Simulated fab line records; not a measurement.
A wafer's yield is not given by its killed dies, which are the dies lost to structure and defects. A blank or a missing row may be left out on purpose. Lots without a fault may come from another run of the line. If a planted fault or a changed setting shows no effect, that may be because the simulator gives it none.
fab line records    flow n5_finfet
record lots=5  wafers=15  last_day=15
route steps=1938 shown HKMG_FIN@426 GATE_CUT@465 PASSIVATION@1936
lots that met no fault: from a run of the same line without faults
start_h: hours from the record's first day to the start of the lot's first wafer shown    wait_h: time in hours since the lot's previous step    " repeats the value in the row above    L1.1+2: a single row standing in for several wafers    - no value, or no start given    * or withheld: withheld    < > ~ a bound
route shown NAME@n: NAME is a module with steps in the file, n the number in the route of the first one    usual: mean/standard deviation taken from wafers without a fault    same: alike in all rows    chamber/n: place in a boat    sites: readings site by site    _std_site: their standard deviation    _edge_site: mean of outer sites minus mean of inner sites    radius_mm: for every site, how far away it sits from the centre of the wafer    mask NAME#n: copy n    behind: the most recent tool/chamber to have shaped the wafer    hold: what put the lot on hold/how long, in hours/how the hold closed    device: the transistor (n, p or np) that didn't switch    end of line: the tests these same wafers got at the end of their route    for a step that has no rows: nothing shown but its recipe    killed: count of dies lost to structure and defects at first sort (not the wafer's yield)    map: a wafer's dies, marking killed ones x, the rest . and places with no die _
set.NAME: the run value of the setting; set.NAME@STEP: its run value at that earlier step    model.NAME: the simulator's own value behind a step, which no gauge read
lots seen at some steps along the route; tables by step, rows by wafer
services: the hour from which a tool's chamber was out of use, counted from the record's first day as start_h (under 0 if before that day), plus the number of hours and why
## steps
# step N5_HKMG_FIN_SOFTBAKE_07
# recipe temp_c=110  time_s=60  resist=CAR-ArF
# step N5_HKMG_FIN_EXPOSE_09
# recipe mask_id=NWFM  na=1.35  source_shape=conventional  sigma_outer=0.8  polarization=unpolarized  dose_mj=39.25
# step N5_HKMG_FIN_PEB_10
# recipe peb_temp_c=withheld  peb_time_s=60  resist=CAR-ArF
# step N5_HKMG_FIN_DEVELOP_11
# recipe develop_time_s=30  developer=TMAH  resist=CAR-ArF  dev_temp_c=23  rinse_liquid=diw  dry=air_spin
# step N5_HKMG_FIN_DESCUM_17
# recipe chemistry=O2  time_s=7.9  source_power_w=50  bias_power_w=20  pressure_mtorr=20  rf_frequency_hz=2.712e+07  temp_c=40  resist=CAR-ArF  o2_flow_sccm=225
# step N5_HKMG_FIN_ETCH_31
# recipe chemistry=CF4  target=SiARC  target_depth_a=455  mask_material=CAR-ArF  time_s=75.8  ion_energy_ev=80  pressure_mtorr=40  source_w=545  bias_w=36  Ar_flow_sccm=100  cf4_flow_sccm=100  ends=cleared
# step N5_HKMG_FIN_ETCH_32
# recipe chemistry=N2/H2  target=SOC  target_depth_a=2400  temp_c=40  time_s=300  ion_energy_ev=200  mask_material=SiARC  pressure_mtorr=30  source_w=840  bias_w=150  n2_flow_sccm=200  h2_flow_sccm=200
# step N5_HKMG_FIN_STRIP_33
# recipe chemistry=N2/H2  temp_c=40  n2_flow_sccm=200  h2_flow_sccm=200  rf_frequency_hz=6e+07
# step N5_HKMG_FIN_STRIP_34
# recipe chemistry=CF4  resist=SiARC  power_w=300  bias_power_w=75  pressure_mtorr=50  cf4_flow_sccm=150  rf_frequency_hz=6e+07
# step N5_HKMG_FIN_ETCH_35
# recipe chemistry=N2/H2  target=SOC  target_depth_a=2158  ion_energy_ev=65  bias_w=5  source_w=3000  time_s=243.4  pressure_mtorr=30  n2_flow_sccm=200  h2_flow_sccm=200
# usual bias_w=5.000/0.015  drypump_motor_current_A=5.8/0.63  h2_flow_sccm=200.0/0.59  oes_product_au=0.79/0.09  rf_vpp_V=141.3/1.1  showerhead_plenum_p_Torr=2.50/0.084  throttle_valve_pct=17.8/0.37
lot.wafer  tool         chamber  start_h  wait_h  bias_w  drypump_motor_current_A  h2_flow_sccm  oes_product_au  rf_hours_counter_h  rf_vpp_V  showerhead_plenum_p_Torr  throttle_valve_pct
L330.1     rie_diel-06  0        86.66    0.0     4.986   4.9                      199.5         0.74            176                 140.1     2.43                      18.3
L330.2     "            1        "        "       4.997   5.9                      200.2         0.69            226                 141.0     2.39                      17.6
L330.3     "            3        "        "       4.990   6.4                      200.0         0.75            141                 142.2     2.67                      18.1
L332.3     rie_diel-02  2        94.50    0.0     5.008   6.2                      200.7         0.83            62                  140.6     2.48                      17.8
L332.5     "            3        "        "       5.021   6.0                      200.5         0.73            -                   141.1     2.53                      18.1
L332.6     "            2        "        "       5.001   6.3                      201.2         0.82            -                   142.2     2.48                      17.8
L340.1     rie_diel-06  0        143.83   0.0     4.978   4.9                      200.2         0.73            198                 141.3     2.43                      18.3
L340.3     "            2        "        "       5.030   6.2                      199.2         0.96            12                  141.6     2.50                      17.7
L340.4     "            3        "        "       5.001   6.5                      199.5         0.74            164                 141.1     2.66                      18.2
L341.2     rie_diel-06  0        148.88   0.0     4.983   4.9                      199.7         0.73            200                 140.7     2.42                      18.3
L341.4     "            2        "        "       4.990   6.2                      201.1         0.95            14                  140.2     2.49                      17.7
L341.6     "            3        "        "       4.990   6.5                      199.7         0.73            -                   143.4     2.66                      18.1
L342.2     rie_diel-06  2        154.23   0.0     4.975   6.2                      199.8         0.95            15                  140.7     2.49                      17.7
L342.3     "            3        "        "       5.005   6.5                      199.6         0.73            167                 142.1     2.66                      18.1
L342.4     "            2        "        "       4.976   6.2                      199.1         0.96            -                   142.5     2.49                      17.7
# step N5_HKMG_FIN_STRIP_92
# recipe chemistry=N2/H2  material=SOC  time_s=20  power_w=500  temp_c=40  pressure_mtorr=50  rf_frequency_hz=6e+07  bias_power_w=8  h2_frac=0.5  n2_flow_sccm=300  h2_flow_sccm=300
# step N5_HKMG_FIN_WET_ETCH_18
# recipe chemistry=SC1  target=TiN  mix=1:1:5  temp_c=*  time_s=55  target_depth_nm=5.2  dry=ipa_marangoni  rinse_time_s=30  rinse_temp_c=23
# step N5_HKMG_FIN_STRIP_19
# recipe chemistry=N2/H2  power_w=2500  temp_c=300  h2_frac=0.65  time_s=360  pressure_mtorr=withheld  n2_flow_sccm=1750  h2_flow_sccm=3250
# step N5_HKMG_FIN_ALD_91
# recipe material=TiN  target_thk_a=10  temp_c=400  ald_precursor_family=TiCl4  ald_co_reactant=NH3  pulse_time_s=1  purge_time_s=3  co_reactant_purge_time_s=2  co_reactant_pulse_time_s=2  ald_cycles=47  pressure_torr=3
# step N5_HKMG_FIN_COAT_85
# recipe resist=SOC  temp_c=250  time_s=60  spin_rpm=1500  resist_thk_nm=300
# step N5_HKMG_FIN_ETCH_86
# recipe chemistry=N2/H2  target=SOC  target_depth_a=3932  stop_on=TiN  ion_energy_ev=100  bias_w=61  pressure_mtorr=30  source_w=850  n2_flow_sccm=200  h2_flow_sccm=200
# step N5_HKMG_FIN_STRIP_89
# recipe chemistry=N2/H2  material=SOC  time_s=20  power_w=500  temp_c=40  pressure_mtorr=50  rf_frequency_hz=6e+07  bias_power_w=8  h2_frac=0.5  n2_flow_sccm=300  h2_flow_sccm=300
# step N5_HKMG_FIN_WET_ETCH_87
# recipe chemistry=SC1  target=TiN  mix=1:2:40  temp_c=50  time_s=154.2  target_depth_nm=4.7  dry=ipa_marangoni  rinse_time_s=30  rinse_temp_c=23
# step N5_HKMG_FIN_STRIP_88
# recipe chemistry=N2/H2  power_w=2500  temp_c=300  h2_frac=0.65  time_s=360  pressure_mtorr=withheld  n2_flow_sccm=1750  h2_flow_sccm=3250
# step N5_HKMG_FIN_NWFM_ALD_20
# recipe material=TiAlC  target_thk_a=20  temp_c=300  ald_precursor_family=TiCl4  ald_co_reactant=TEA  pulse_time_s=3  purge_time_s=2  co_reactant_purge_time_s=2  co_reactant_pulse_time_s=10  ald_cycles=7  pressure_torr=3
# step N5_HKMG_FIN_ALD_71
# recipe material=TiN  target_thk_a=10  temp_c=400  ald_precursor_family=TiCl4  ald_co_reactant=NH3  pulse_time_s=1  purge_time_s=3  co_reactant_purge_time_s=2  co_reactant_pulse_time_s=2  ald_cycles=47  pressure_torr=3
# step N5_HKMG_FIN_COAT_66
# recipe resist=SOC  temp_c=250  time_s=60  spin_rpm=1500  resist_thk_nm=300
# step N5_HKMG_FIN_ETCH_67
# recipe chemistry=N2/H2  target=SOC  target_depth_a=3889  stop_on=TiN  ion_energy_ev=100  bias_w=61  pressure_mtorr=30  source_w=850  n2_flow_sccm=200  h2_flow_sccm=200
# step N5_HKMG_FIN_STRIP_90
# recipe chemistry=N2/H2  material=SOC  time_s=20  power_w=500  temp_c=40  pressure_mtorr=50  rf_frequency_hz=6e+07  bias_power_w=8  h2_frac=0.5  n2_flow_sccm=300  h2_flow_sccm=300
# step N5_HKMG_FIN_WET_ETCH_73
# recipe chemistry=SC1  mix=1:2:40  temp_c=50  time_s=42.3  target_depth_nm=1.3  dry=ipa_marangoni  rinse_time_s=30  rinse_temp_c=23
# step N5_HKMG_FIN_ETCHBACK_68
# recipe chemistry=Cl2/Ar  stop_on=HfO2  target_depth_a=5  pressure_mtorr=10  icp_w=600  bias_w=60  Cl2_flow_sccm=40  Ar_flow_sccm=60
# step N5_HKMG_FIN_STRIP_69
# recipe chemistry=N2/H2  power_w=2500  temp_c=300  h2_frac=0.65  time_s=360  pressure_mtorr=withheld  n2_flow_sccm=1750  h2_flow_sccm=3250
# step N5_HKMG_FIN_ALD_21
# recipe material=TiN  target_thk_a=15  temp_c=400  ald_precursor_family=TiCl4  ald_co_reactant=NH3  pulse_time_s=1  purge_time_s=3  co_reactant_purge_time_s=2  co_reactant_pulse_time_s=2  ald_cycles=68  pressure_torr=3
# step N5_HKMG_FIN_ALD_72
# recipe material=W  target_thk_a=20  temp_c=300  pressure_torr=7.5  ald_precursor_family=WF6  ald_co_reactant=B2H6  pulse_time_s=1  purge_time_s=2  co_reactant_purge_time_s=2  co_reactant_pulse_time_s=3  ald_cycles=7
# step N5_HKMG_FIN_W_FILL_22
# recipe material=W  target_thk_a=600  temp_c=400  pressure_torr=39.4  time_s=18.2
# step N5_HKMG_FIN_PRECLEAN_83
# recipe chemistry=DIW  time_s=57.5  temp_c=23
# step N5_HKMG_FIN_SRD_84
# recipe dry_time_s=32  dry=n2_spin  spin_rpm=1500
# step N5_HKMG_FIN_CMP_23
# recipe stop_on=SiNx  t_overpolish_s=10  post_cmp_clean=rinse_only  down_force_psi=4  platen_rpm=50.289  pad_velocity_m_s=1.0006  target_thk_nm=46.326
# step N5_HKMG_FIN_CMP_94
# recipe stop_on=SiNx  post_cmp_clean=w_dilute_nh4oh  t_overpolish_s=4.7  down_force_psi=4  platen_rpm=50.289  pad_velocity_m_s=1.0006  target_thk_nm=43.299
# step N5_GATE_CUT_ETCHBACK_00
# recipe chemistry=SF6/Cl2  target=W  pressure_mtorr=8  icp_w=900  bias_w=80  SF6_flow_sccm=40  Cl2_flow_sccm=60
# step N5_GATE_CUT_ETCH_56
# recipe chemistry=Cl2/Ar  target=TiN  target_depth_a=216  pressure_mtorr=10  icp_w=600  bias_w=60  Cl2_flow_sccm=40  Ar_flow_sccm=60
# step N5_GATE_CUT_ETCHBACK_30
# recipe chemistry=Cl2/Ar  target=TiN  target_depth_a=30  mode=isotropic  pressure_mtorr=10  icp_w=600  bias_w=60  Cl2_flow_sccm=40  Ar_flow_sccm=60
# step N5_PASSIVATION_PROBE_49
# usual killed_at_M0_to_M3=36/10  killed_at_M4_up=13/5.5  killed_at_contacts=12/5.6  killed_at_front_end=42/12  killed_at_other=4/3.2  killed_dies=108/18  killed_open=71/13  killed_short=34/7.8
# same gross_dies=1180  killed_at_back_side=0
lot.wafer  tool       chamber  start_h  wait_h  killed_at_M0_to_M3  killed_at_M4_up  killed_at_contacts  killed_at_front_end  killed_at_other  killed_dies  killed_open  killed_short
L341.2     prober-02  -        336.88   0.1     29                  14               9                   128                  3                183          70           32
L341.4     prober-02  -        336.98   0.2     50                  10               14                  139                  4                217          62           41
L341.6     prober-02  -        337.08   0.3     44                  14               5                   152                  3                218          66           41
L340.1     prober-01  -        347.91   0.0     38                  18               8                   103                  5                172          71           28
L340.3     prober-01  -        348.01   0.1     42                  14               7                   131                  4                198          60           24
L340.4     prober-01  -        348.06   0.2     32                  7                16                  146                  2                203          61           26
L342.2     prober-01  -        355.19   0.1     28                  2                13                  134                  6                183          49           35
L342.3     prober-01  -        355.24   0.1     23                  15               12                  151                  3                204          60           28
L342.4     prober-01  -        355.29   0.2     26                  11               17                  150                  0                204          58           26
# killed by level:class
L341.2 HKMG_FIN:unspecified=80 STI_FIN_REVEAL:geometric_particle:open=14 DUMMY_GATE:geometric_particle:open=13 BEOL_M0_SAQP:geometric_particle:short=9 FIN_SAQP:geometric_particle:short=7 BEOL_M1:geometric_particle:open=7 BEOL_M0_SAQP:geometric_particle:open=7 MOL_CONTACT_COAG:geometric_particle:open=6
L341.4 HKMG_FIN:unspecified=114 MOL_CONTACT_COAG:geometric_particle:open=11 BEOL_M0_SAQP:geometric_particle:short=11 BEOL_M2:geometric_particle:open=11 STI_FIN_REVEAL:geometric_particle:open=8 BEOL_M2:geometric_particle:short=7 BEOL_M1:geometric_particle:open=6 BEOL_M0_SAQP:geometric_particle:open=5
L341.6 HKMG_FIN:unspecified=108 BEOL_M0_SAQP:geometric_particle:short=17 FIN_SAQP:geometric_particle:open=15 BEOL_M0_SAQP:geometric_particle:open=10 STI_FIN_REVEAL:geometric_particle:open=7 DUMMY_GATE:geometric_particle:open=6 BEOL_M2:geometric_particle:open=5 BEOL_M1:geometric_particle:open=5
L340.1 HKMG_FIN:unspecified=73 BEOL_M4:geometric_particle:open=13 BEOL_M2:geometric_particle:open=10 FIN_SAQP:geometric_particle:open=9 DUMMY_GATE:geometric_particle:open=9 BEOL_M0_SAQP:geometric_particle:short=8 MOL_CONTACT_COAG:geometric_particle:open=7 BEOL_M0_SAQP:geometric_particle:open=7
L340.3 HKMG_FIN:unspecified=113 BEOL_M1:geometric_particle:open=11 MOL_CONTACT_COAG:geometric_particle:open=7 BEOL_M0_SAQP:geometric_particle:open=7 BEOL_M2:geometric_particle:open=6 BEOL_M3:geometric_particle:open=5 FIN_SAQP:geometric_particle:open=4 DUMMY_GATE:geometric_particle:open=4
L340.4 HKMG_FIN:unspecified=113 MOL_CONTACT_COAG:geometric_particle:open=15 DUMMY_GATE:geometric_particle:open=9 BEOL_M0_SAQP:geometric_particle:short=9 STI_FIN_REVEAL:geometric_particle:open=7 BEOL_M0_SAQP:geometric_particle:open=6 FIN_SAQP:geometric_particle:short=5 BEOL_M0:geometric_particle:open=5
L342.2 HKMG_FIN:unspecified=98 MOL_CONTACT_COAG:geometric_particle:open=11 FIN_SAQP:geometric_particle:open=9 GATE_CUT:geometric_particle:short=8 BEOL_M0_SAQP:geometric_particle:short=7 STI_FIN_REVEAL:geometric_particle:open=6 BEOL_M1:geometric_particle:open=6 BEOL_M2:geometric_particle:open=5
L342.3 HKMG_FIN:unspecified=116 MOL_CONTACT_COAG:geometric_particle:open=10 FIN_SAQP:geometric_particle:open=8 FIN_SAQP:geometric_particle:short=8 BEOL_M3:geometric_particle:open=8 BEOL_M1:geometric_particle:open=5 GATE_CUT:geometric_particle:short=5 BEOL_M4:geometric_particle:open=5
L342.4 HKMG_FIN:unspecified=119 MOL_CONTACT_COAG:geometric_particle:open=13 BEOL_M2:geometric_particle:open=9 FIN_SAQP:geometric_particle:open=8 FIN_SAQP:geometric_particle:short=6 GATE_CUT:geometric_particle:short=5 BEOL_M3:geometric_particle:open=5 BEOL_M4:geometric_particle:open=5
# map L340.4 (x killed, . not)
_________________.x........x.________________
______________........x........x_____________
___________..x....x................__________
__________....x.....xx.x.........x.._________
________.....x.xx.xxx..x.............._______
_______......x.xxxxxxx.x.........x.....______
______x.....xxxxxxxxxx...x..x......x...._____
_____x....xxxxxxxxxxxxx..................____
____........xxxxxxxxxxx.x.................___
___....x.xxx.xxxxxxxx.xx.........x.........__
___.....x.x.xxxxxxxxxxx........x...........__
__..........xxxxxxxxxx......x....x.......xx._
__.......x....xxxxxxx.x.xx......x.......x..._
_...x...x..x..xxxxxxx.................x......
_.......x.x.x...xx.x...............x..x.x....
_...........................x..........x.....
_....x.......xx.........x...........xx..x...x
_..x....x........x.........x.................
_............................xx....x.........
_...x.....................x.x..x.............
_.....x............x...........xx.x..........
__......x......x.............x.............._
__........x.....x............x..x..........._
___....x.............x...x.................__
___...x...................x.....x....x.....__
____...............................x......___
_____x.......x........................x..____
______........x..................x..x.x._____
_______....x.........x.x...............______
________....x.x..........x..x........._______
__________...x........x............._________
___________................x.......__________
______________...............x.._____________
_________________............________________
# map L341.6 (x killed, . not)
_________________x.....x.....________________
______________......x..........._____________
___________...........x......xx....__________
__________.x...x.x..x..............._________
________....xx..xxx...x..............._______
_______.....xxxxxxxxxx.................______
______......xxxxxxxx.xx.x......x........_____
_____...x.xxxxxxxxxxxxx.................x____
____..x...xx.xxxxxxxxxxxx.......x.......x.___
___x.x.x...xxxxxxxxxxxxxx.............x....__
___...x.x..xxxxxxxxxxxx..x...x....x........__
__..x.....x.xxxxxxxxxxxxx............x......_
__.x.......xxxxxxxx.x.x....................._
_............xxx.xxx....x...............xx...
_........xx..xx..xx.....xx....x...........x..
_..xx.............xx....x.......x........x.x.
_.x...............x.....xx...................
_...x........................x..........x....
_........xx....x.x...xx.....x................
_............x....x..........x........x.x....
_...x..............................x.........
__......x.........x................x.x.x...._
__....................x..................xx._
___.x......x.......x..x..xx................__
___...x.......x...............x............__
____...............x......................___
_____.................x...........x......____
______......x................x.........._____
_______....x.....x................x...x______
________.......xxx.x..........x......._______
__________...............x.........._________
___________x.....x.x...............__________
______________......x..........._____________
_________________x..x........________________
## services
tool         chamber  start_h  hours  kind
rie_diel-02  1        74.76    -      clean
rie_diel-02  1        74.76    -      consumable_replace:focus_ring
rie_diel-02  1        74.76    16.1   scheduled_down
rie_diel-02  1        74.76    16.1   vent_cycle
rie_diel-06  2        89.66    4.8    repair
rie_diel-02  0        126.72   16.1   repair
rie_diel-06  1        151.02   -      clean
rie_diel-06  1        151.02   -      consumable_replace:focus_ring
rie_diel-06  1        151.02   -      consumable_replace:showerhead
rie_diel-06  1        151.02   25.5   scheduled_down
rie_diel-06  1        151.02   25.5   vent_cycle
## key
first_sign step=N5_PASSIVATION_PROBE_49  reading=killed_at_front_end  direction=up  sigmas=7.8  usual=42  struck=137
effect step=N5_PASSIVATION_PROBE_49  reading=killed_dies  direction=up  sigmas=5  usual=108  struck=198
more_kills_born_at N5_HKMG_FIN_ETCH_35@rie_diel-06=934
met_at N5_HKMG_FIN_ETCH_35
struck_wafers L340.1,L340.3,L340.4,L341.2,L341.4,L341.6,L342.2,L342.3,L342.4
tester_left_out L340,L341,L342
onset_between 86.66 143.83
also_fits time
fault kind=chamber_particle_source  tool=rie_diel-06  chamber=-  onset_h=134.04  steps=N5_HKMG_FIN_ETCH_35  rate_per_visit_cm2=0.57191  end_h=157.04
# tester_left_out: of these lots the tester's yield and bins aren't shown, on N5 and GAA mostly nor the transistor test; their killed dies are dies lost to structure and defects alone, not to doping, threshold or leakage, so they don't give the yield
